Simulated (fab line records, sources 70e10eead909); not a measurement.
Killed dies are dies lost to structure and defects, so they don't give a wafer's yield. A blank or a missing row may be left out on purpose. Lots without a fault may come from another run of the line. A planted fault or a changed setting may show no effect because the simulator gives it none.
Which tool did it? | flow nand_harc | 10 lots, 30 wafers sampled, at 9 steps of a route of 1302

WHAT THE GAUGES READ, wafer by wafer
NHARC_A_ONON_D1_THK_MEAS_34: measures by ellipsometry.
lot  | measured     | on            | thk_nm (nm)
L505 | day 8 12:55  | film_metro-01 | 197.7 196.9 197.0
L506 | day 9 01:01  | film_metro-02 | 194.9 198.1 199.6
L507 | day 10 02:05 | film_metro-01 | 197.4 197.8 201.6
L509 | day 10 15:22 | film_metro-01 | 196.8 200.6 200.2
L511 | day 11 14:11 | film_metro-01 | 200.3 194.7 196.8
L515 | day 13 00:24 | film_metro-02 | 200.3 199.8 197.9
L517 | day 13 10:36 | film_metro-02 | 196.9 198.4 198.7
L525 | day 16 23:02 | film_metro-01 | 201.0 197.5 203.0
L526 | day 17 11:55 | film_metro-01 | 200.4 198.1 199.5
L527 | day 17 16:16 | film_metro-02 | 198.0 200.9 200.4

NHARC_A_CHANNEL_HOLE_D1_CD_MEAS_10: target cd 100 nm.
lot  | measured     | on        | cd_nm (nm)
L505 | day 8 19:06  | cd_sem-03 | 100.6 100.0 99.9
L506 | day 9 06:55  | cd_sem-01 | 100.0 99.4 99.4
L507 | day 10 05:17 | cd_sem-01 | 100.4 100.3 100.4
L509 | day 10 18:10 | cd_sem-02 | 99.8 99.2 99.5
L511 | day 11 16:59 | cd_sem-03 | 100.3 100.0 100.4
L515 | day 13 04:49 | cd_sem-02 | 101.0 99.9 99.9
L517 | day 13 15:41 | cd_sem-03 | 100.1 99.5 100.0
L525 | day 17 08:25 | cd_sem-02 | 110.5 99.2 100.2
L526 | day 17 16:29 | cd_sem-02 | 109.3 100.0 98.9
L527 | day 17 21:02 | cd_sem-03 | 100.2 99.9 98.8

NHARC_A_CHANNEL_HOLE_D1_CD_MEAS_18.
lot  | measured     | on        | cd_nm (nm)
L505 | day 8 20:23  | cd_sem-02 | 96.8 99.4 101.6
L506 | day 9 08:12  | cd_sem-01 | 101.7 101.5 101.5
L507 | day 10 06:38 | cd_sem-03 | 100.0 98.9 105.8
L509 | day 10 19:27 | cd_sem-01 | 101.2 98.3 100.5
L511 | day 11 18:16 | cd_sem-03 | 101.6 99.8 99.3
L515 | day 13 06:08 | cd_sem-03 | 102.4 98.7 100.5
L517 | day 13 16:58 | cd_sem-01 | 99.4 105.6 101.5
L525 | day 17 09:43 | cd_sem-03 | 114.6 100.9 98.4
L526 | day 17 18:17 | cd_sem-03 | 117.2 100.9 97.0
L527 | day 17 22:19 | cd_sem-01 | 99.0 98.0 100.5

NHARC_A_CHANNEL_HOLE_D1_CD_MEAS_30.
lot  | measured     | on        | cd_nm (nm)
L505 | day 9 02:14  | cd_sem-03 | 88.0 90.4 89.3
L506 | day 9 13:50  | cd_sem-01 | 91.9 89.5 89.8
L507 | day 10 12:46 | cd_sem-01 | 91.7 92.2 88.7
L509 | day 11 01:07 | cd_sem-01 | 88.1 88.7 89.4
L511 | day 11 23:51 | cd_sem-03 | 91.2 89.1 89.7
L515 | day 13 13:38 | cd_sem-01 | 92.6 87.3 88.6
L517 | day 13 22:44 | cd_sem-03 | 89.8 91.5 90.1
L525 | day 17 21:00 | cd_sem-01 | 101.8 88.0 90.2
L526 | day 18 03:38 | cd_sem-02 | 98.0 91.9 88.9
L527 | day 18 07:52 | cd_sem-01 | 89.0 91.2 88.5

NHARC_END_SORT_01.
lot  | measured     | on        | killed_at_array | killed_at_other | killed_at_periphery | killed_dies | killed_open | killed_short
L525 | day 33 06:11 | prober-01 | 66              | 1               | 8                   | 75          | 3           | 5
L526 | day 33 14:00 | prober-02 | 57              | 0               | 8                   | 65          | 3           | 6

WHICH TOOL RAN EACH LOT (tool, then ch and the chambers of the sampled wafers, then the start)
lot  | NHARC_A_CHANNEL_HOLE_D1_EXPOSE_07  | NHARC_A_CHANNEL_HOLE_D1_ETCH_38    | NHARC_A_CHANNEL_HOLE_D1_ETCH_20  | NHARC_A_CHANNEL_HOLE_D1_XSEM_31
L505 | arfi_scanner-03 ch 0, day 8 18:58  | rie_diel-07 ch 1,2, day 8 19:22    | har_etch-02 ch 0, day 8 20:49    | xsem-01 ch 0, day 9 02:19
L506 | arfi_scanner-01 ch 0, day 9 06:46  | rie_diel-12 ch 2,3, day 9 07:11    | har_etch-01 ch 0,1, day 9 08:26  | xsem-02 ch 0, day 9 13:56
L507 | arfi_scanner-03 ch 0, day 10 05:09 | rie_diel-07 ch 0,1, day 10 05:35   | har_etch-02 ch 0,1, day 10 07:22 | xsem-01 ch 0, day 10 12:52
L509 | arfi_scanner-02 ch 0, day 10 18:02 | rie_diel-12 ch 0,1,2, day 10 18:26 | har_etch-01 ch 0,1, day 10 19:38 | xsem-02 ch 0, day 11 01:13
L511 | arfi_scanner-01 ch 0, day 11 16:51 | rie_diel-09 ch 0,1,2, day 11 17:16 | har_etch-01 ch 0,1, day 11 18:37 | xsem-01 ch 0, day 11 23:56
L515 | arfi_scanner-02 ch 0, day 13 04:41 | rie_diel-07 ch 1,2,3, day 13 05:05 | har_etch-01 ch 0,1, day 13 08:13 | xsem-01 ch 0, day 13 13:43
L517 | arfi_scanner-02 ch 0, day 13 15:32 | rie_diel-07 ch 0,2,3, day 13 15:58 | har_etch-02 ch 0,1, day 13 17:19 | xsem-02 ch 0, day 13 22:49
L525 | arfi_scanner-01 ch 0, day 17 08:16 | rie_diel-07 ch 0,1,3, day 17 08:41 | har_etch-01 ch 0,1, day 17 15:39 | xsem-01 ch 0, day 17 21:05
L526 | arfi_scanner-01 ch 0, day 17 16:21 | rie_diel-07 ch 0,2,3, day 17 17:16 | har_etch-02 ch 0,1, day 17 22:13 | xsem-02 ch 0, day 18 03:43
L527 | arfi_scanner-02 ch 0, day 17 20:53 | rie_diel-07 ch 0,1,3, day 17 21:19 | har_etch-02 ch 0,1, day 18 02:23 | xsem-02 ch 0, day 18 07:58
- NHARC_A_CHANNEL_HOLE_D1_EXPOSE_07: exposes mask HOLE D1, target cd 100 nm.
- NHARC_A_CHANNEL_HOLE_D1_ETCH_38: etches the open film in CF4, target depth 39 nm, time 65 s.
- NHARC_A_CHANNEL_HOLE_D1_ETCH_20: etches the open film in C4F8/O2/Ar, time 361.9 s, target depth 1600 nm.
- NHARC_A_CHANNEL_HOLE_D1_XSEM_31

WHAT THE TOOLS THEMSELVES READ (means of the sampled wafers that have a number; where no wafer has one, the mark that the record gives instead)
NHARC_A_CHANNEL_HOLE_D1_ETCH_38.
lot  | tool        | bias_w (W) | chamber_pressure_mTorr (mTorr) | drypump_motor_current_A (A) | oes_product_au (a.u.) | rf_fwd_power_W (W) | rf_vpp_V (V) | showerhead_plenum_p_Torr (Torr) | throttle_valve_pct (%)
L505 | rie_diel-07 | 100.3      | 49.99                          | 6.2                         | 0.988                 | 295.8              | 151.3        | 1.79                            | 13.285
L506 | rie_diel-12 | 100.0      | 50.01                          | 5.5                         | 0.995                 | 297.4              | 150.4        | 1.76                            | 13.281
L507 | rie_diel-07 | 100.0      | 50.00                          | 5.5                         | 1.017                 | 296.4              | 151.6        | 1.81                            | 13.294
L509 | rie_diel-12 | 100.1      | 50.05                          | 6.2                         | 1.006                 | 297.3              | 150.0        | 1.72                            | 13.287
L511 | rie_diel-09 | 100.0      | 50.01                          | 5.5                         | 1.009                 | 296.2              | 151.3        | 1.81                            | 13.285
L515 | rie_diel-07 | 100.4      | 50.00                          | 6.0                         | 0.998                 | 296.6              | 151.0        | 1.79                            | 13.272
L517 | rie_diel-07 | 100.2      | 49.94                          | 6.0                         | 1.000                 | 297.9              | 152.3        | 1.80                            | 13.281
L525 | rie_diel-07 | 100.2      | 50.02                          | 5.6                         | 0.998                 | 297.0              | 151.8        | 1.80                            | 13.283
L526 | rie_diel-07 | 100.0      | 50.03                          | 6.0                         | 1.005                 | 296.5              | 151.6        | 1.80                            | 13.286
L527 | rie_diel-07 | 100.3      | 50.02                          | 5.6                         | 1.006                 | 296.1              | 151.3        | 1.80                            | 13.281

NHARC_A_CHANNEL_HOLE_D1_ETCH_20.
lot  | tool        | chamber_pressure_mTorr (mTorr) | drypump_motor_current_A (A) | showerhead_plenum_p_Torr (Torr) | throttle_valve_pct (%)
L505 | har_etch-02 | 20.007                         | 6.4                         | 3.763                           | 32.157
L506 | har_etch-01 | 20.019                         | 5.7                         | 3.732                           | 32.155
L507 | har_etch-02 | 20.013                         | 5.9                         | 3.741                           | 32.162
L509 | har_etch-01 | 20.003                         | 5.7                         | 3.722                           | 32.156
L511 | har_etch-01 | 19.993                         | 5.6                         | 3.718                           | 32.160
L515 | har_etch-01 | 19.984                         | 5.7                         | 3.701                           | 32.148
L517 | har_etch-02 | 20.017                         | 5.4                         | 3.703                           | 32.157
L525 | har_etch-01 | 19.989                         | 5.7                         | 3.670                           | 32.160
L526 | har_etch-02 | 20.007                         | 5.9                         | 3.690                           | 32.154
L527 | har_etch-02 | 19.999                         | 5.9                         | 3.688                           | 32.157

NHARC_A_CHANNEL_HOLE_D1_XSEM_31.
lot  | tool    | bot_cd_nm (nm) | bow_nm (nm) | tilt_deg (degrees)
L505 | xsem-01 | 74.7           | 9.01        | 0.01
L506 | xsem-02 | 76.2           | 8.63        | 0.17
L507 | xsem-01 | 75.1           | 8.65        | 0.03
L509 | xsem-02 | 72.7           | 8.07        | 0.08
L511 | xsem-01 | 75.3           | 8.35        | 0.10
L515 | xsem-01 | 74.8           | 8.99        | 0.06
L517 | xsem-02 | 75.4           | 8.29        | 0.11
L525 | xsem-01 | 77.9           | 8.40        | 0.12
L526 | xsem-02 | 76.9           | 8.82        | 0.02
L527 | xsem-02 | 73.5           | 8.72        | 0.06

THE ANSWER, worked out from the rows above alone
Rule: what is usual is taken from the lots themselves. Put in order of their means at a reading, lots are off if they are a third of the lots or fewer, leave a main group of 4 or more, and stand apart from it by a gap of 3 or more times the standard deviation of the main group's means; of several such gaps the widest counts. A main group whose means are all the same, to the digits that the tables above print for the reading, isn't used. A lot without any number at a reading at which 4 lots or more have one is off too. The other lots that the step has rows for count as sound. The gauges are gone through in route order, then the tools' own readings, and for those a lot's mean is taken as printed above. The first step at which some lot is off is used, and at that step the reading that is off furthest; a lot without a number counts as furthest.
Off: L525, L526, at NHARC_A_CHANNEL_HOLE_D1_CD_MEAS_10 (cd_nm). The main group: mean 100.0 nm, standard deviation 0.32.
A tool fits if, at a process step before that reading, it ran every lot that is off, and no sound lot after the first of them. The gauges at NHARC_A_CHANNEL_HOLE_D1_CD_MEAS_10 are tried like those tools. Can't be told from this: 2 tools fit, arfi_scanner-01 at NHARC_A_CHANNEL_HOLE_D1_EXPOSE_07, cd_sem-02 at NHARC_A_CHANNEL_HOLE_D1_CD_MEAS_10.

WHAT THE SIMULATOR HAD PUT IN
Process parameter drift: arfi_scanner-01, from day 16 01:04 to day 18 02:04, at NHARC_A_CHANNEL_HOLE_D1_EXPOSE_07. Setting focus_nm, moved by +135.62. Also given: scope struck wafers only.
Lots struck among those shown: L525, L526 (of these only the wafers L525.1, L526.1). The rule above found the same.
